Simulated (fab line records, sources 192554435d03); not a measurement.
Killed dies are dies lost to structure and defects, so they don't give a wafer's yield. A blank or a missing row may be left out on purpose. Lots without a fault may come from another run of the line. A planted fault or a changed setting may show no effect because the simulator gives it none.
Chamber matching | flow n5_finfet | N5_BEOL_M10_STRIP_36 on rie_diel-05: 4 sister chambers
The step strips in N2/H2. 4 wafers are shown with their chamber, then 9 later ones without.

WAFERS WITH THEIR CHAMBER
wafer  | chamber | showerhead_plenum_p_Torr (Torr)
L081.3 | 2       | 2.53
L084.2 | 0       | 2.44
L084.3 | 1       | 2.59
L084.6 | 3       | 2.64

WAFERS WITHOUT THEIR CHAMBER
wafer  | showerhead_plenum_p_Torr (Torr)
L089.1 | 2.52
L089.2 | 2.44
L089.4 | 2.58
L088.1 | 2.44
L088.4 | 2.58
L088.6 | 2.52
L091.1 | 2.58
L091.3 | 2.43
L091.6 | 2.52

WHICH CHAMBER EACH WENT THROUGH
wafer  | from the rows above | in truth
L089.1 | 2                   | 2
L089.2 | 0                   | 0
L089.4 | 1                   | 1
L088.1 | 0                   | 0
L088.4 | 1                   | 1
L088.6 | 2                   | 2
L091.1 | 1                   | 1
L091.3 | 0                   | 0
L091.6 | 2                   | 2
Placed correctly: 9 of 9. Can't be placed from these rows: 0. Placed wrongly: 0.
How it was worked out, from the rows above alone: a wafer's distance from a chamber is the root of the sum, over the readings, of the square of ((its reading less the chamber's mean) divided by the reading's scatter). The wafer belongs to the nearest chamber; if the next one is less than 2 further off, it can't be placed. A chamber's mean is the mean of its shown wafers. The scatter: with one shown wafer a chamber, the root of the mean of the squares of how far each hidden wafer lies from its nearest shown one.
